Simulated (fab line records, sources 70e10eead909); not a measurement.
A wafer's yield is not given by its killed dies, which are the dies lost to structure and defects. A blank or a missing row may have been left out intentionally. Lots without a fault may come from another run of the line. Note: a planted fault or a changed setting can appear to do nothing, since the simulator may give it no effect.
Matching of chambers    flow nand_harc    4 sister chambers for NHARC_P_GATE_DESCUM_48 on rie_diel-10
The step chemistry O2, time 3 s. 8 wafers are shown with their chamber, then 10 later ones without.

== WAFERS WITH THEIR CHAMBER ==
wafer   chamber  drypump_motor_current_A (A)  oes_product_au (a.u.)
L084.5  2        5.5                          0.994
L085.2  2        5.5                          1.000
L085.4  1        6.0                          1.011
L088.2  3        5.7                          1.010
L088.4  0        5.3                          0.994
L088.6  3        5.8                          1.013
L090.1  0        5.4                          0.991
L090.4  1        6.0                          0.997

== WAFERS WITHOUT THEIR CHAMBER ==
wafer   drypump_motor_current_A (A)  oes_product_au (a.u.)
L090.5  5.5                          0.994
L092.4  5.4                          0.997
L092.5  5.7                          1.015
L092.6  5.4                          1.000
L094.1  5.4                          1.000
L094.4  6.0                          0.997
L094.5  5.3                          0.990
L095.1  5.8                          1.003
L095.3  5.5                          0.982
L095.4  6.0                          1.007

== CHAMBER TAKEN BY EACH ==
wafer   from the rows above      in truth
L090.5  2                        2
L092.4  can't be placed: 0 or 2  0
L092.5  3                        3
L092.6  can't be placed: 0 or 2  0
L094.1  can't be placed: 0 or 2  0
L094.4  1                        1
L094.5  0                        0
L095.1  3                        3
L095.3  can't be placed: 2 or 0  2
L095.4  1                        1
Correctly placed: 6 of 10. Cannot be placed on the basis of these rows: 4; the candidates contain the true chamber in 4. 0 placed wrongly.
How it was worked out, from the rows above alone: a wafer's distance from a chamber is the root of the sum, over the readings, of the square of ((its reading less the chamber's mean) divided by the reading's scatter). The wafer belongs to the nearest chamber; if the next one is less than 2 further off, it can't be placed. For every chamber, the mean is computed from those of its wafers that are shown. The scatter: the root of (the sum of the squares of (reading less its chamber's mean) over the shown wafers, divided by (wafers less chambers)).
